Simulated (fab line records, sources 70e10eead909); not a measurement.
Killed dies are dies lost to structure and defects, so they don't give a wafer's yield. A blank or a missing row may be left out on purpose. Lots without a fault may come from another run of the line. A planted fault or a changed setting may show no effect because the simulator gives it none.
Chamber matching | flow nand_harc | NHARC_A_STAIRCASE_TRIM_187 on rie_diel-03: 4 sister chambers
The step chemistry O2, time 211.2 s. 4 wafers are shown with their chamber, then 8 later ones without.

WAFERS WITH THEIR CHAMBER
wafer  | chamber | oes_product_au (a.u.)
L088.4 | 0       | 1.033
L091.4 | 1       | 0.993
L091.6 | 3       | 0.981
L093.2 | 2       | 0.973

WAFERS WITHOUT THEIR CHAMBER
wafer  | oes_product_au (a.u.)
L093.5 | 0.992
L093.6 | 1.016
L096.1 | 1.008
L096.4 | 0.989
L096.6 | 0.985
L095.1 | 1.026
L095.4 | 1.001
L095.6 | 0.996

WHICH CHAMBER EACH WENT THROUGH
wafer  | from the rows above          | in truth
L093.5 | can't be placed: 1 or 3 or 2 | 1
L093.6 | can't be placed: 0 or 1 or 3 | 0
L096.1 | can't be placed: 1 or 0 or 3 | 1
L096.4 | can't be placed: 1 or 3 or 2 | 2
L096.6 | can't be placed: 3 or 1 or 2 | 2
L095.1 | 0                            | 0
L095.4 | can't be placed: 1 or 3      | 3
L095.6 | can't be placed: 1 or 3      | 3
Placed correctly: 1 of 8. Can't be placed from these rows: 7 (the true chamber is among the candidates in 7). Placed wrongly: 0.
How it was worked out, from the rows above alone: a wafer's distance from a chamber is the root of the sum, over the readings, of the square of ((its reading less the chamber's mean) divided by the reading's scatter). The wafer belongs to the nearest chamber; if the next one is less than 2 further off, it can't be placed. A chamber's mean is the mean of its shown wafers. The scatter: with one shown wafer a chamber, the root of the mean of the squares of how far each hidden wafer lies from its nearest shown one.
